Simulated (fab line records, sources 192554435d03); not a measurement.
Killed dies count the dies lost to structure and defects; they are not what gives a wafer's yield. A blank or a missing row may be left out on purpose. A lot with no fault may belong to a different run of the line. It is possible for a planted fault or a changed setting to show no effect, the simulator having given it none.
Matching of chambers + flow n5_finfet + rie_diel-03 running N5_DUMMY_REMOVAL_HM_STRIP_01: 4 sister chambers
The step strips SiNx in CH3F/O2, stops on poly-Si, target depth 4 nm, time 6.8 s. 8 wafers are shown with their chamber, then 9 later ones without.

WAFERS PAIRED WITH THEIR CHAMBERS
| wafer  | chamber | drypump_motor_current_A (A) | oes_product_au (a.u.) |
|--------|---------|-----------------------------|-----------------------|
| L077.6 | 0       | 5.9                         | 0.58                  |
| L078.2 | 0       | 5.9                         | 0.58                  |
| L082.1 | 2       | 5.3                         | 0.73                  |
| L082.3 | 1       | 5.0                         | 0.75                  |
| L082.4 | 3       | 6.4                         | 0.58                  |
| L083.1 | 3       | 6.5                         | 0.58                  |
| L083.4 | 2       | 5.3                         | 0.72                  |
| L083.5 | 1       | 5.0                         | 0.75                  |

WAFERS WITH NO CHAMBER GIVEN
| wafer  | drypump_motor_current_A (A) | oes_product_au (a.u.) |
|--------|-----------------------------|-----------------------|
| L089.1 | 5.3                         | 0.70                  |
| L089.2 | 5.9                         | 0.57                  |
| L089.3 | 5.0                         | 0.74                  |
| L092.1 | 5.0                         | 0.72                  |
| L092.2 | 6.4                         | 0.57                  |
| L092.4 | 6.5                         | 0.57                  |
| L093.2 | 6.4                         | 0.57                  |
| L093.3 | 5.3                         | 0.69                  |
| L093.4 | 5.0                         | 0.72                  |

THE CHAMBER EACH PASSED THROUGH
| wafer  | from the rows above     | in truth |
|--------|-------------------------|----------|
| L089.1 | 2                       | 2        |
| L089.2 | 0                       | 0        |
| L089.3 | 1                       | 1        |
| L092.1 | can't be placed: 1 or 2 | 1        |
| L092.2 | 3                       | 3        |
| L092.4 | 3                       | 3        |
| L093.2 | 3                       | 3        |
| L093.3 | 2                       | 2        |
| L093.4 | can't be placed: 1 or 2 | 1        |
Placed correctly: 7 of 9. These rows do not allow placing 2 (true chamber among the candidates in 2). 0 placed wrongly.
How it was worked out, from the rows above alone: a wafer's distance from a chamber is the root of the sum, over the readings, of the square of ((its reading less the chamber's mean) divided by the reading's scatter). The wafer belongs to the nearest chamber; if the next one is less than 2 further off, it can't be placed. A chamber's mean is the mean of its shown wafers. The scatter: the root of (the sum of the squares of (reading less its chamber's mean) over the shown wafers, divided by (wafers less chambers)).
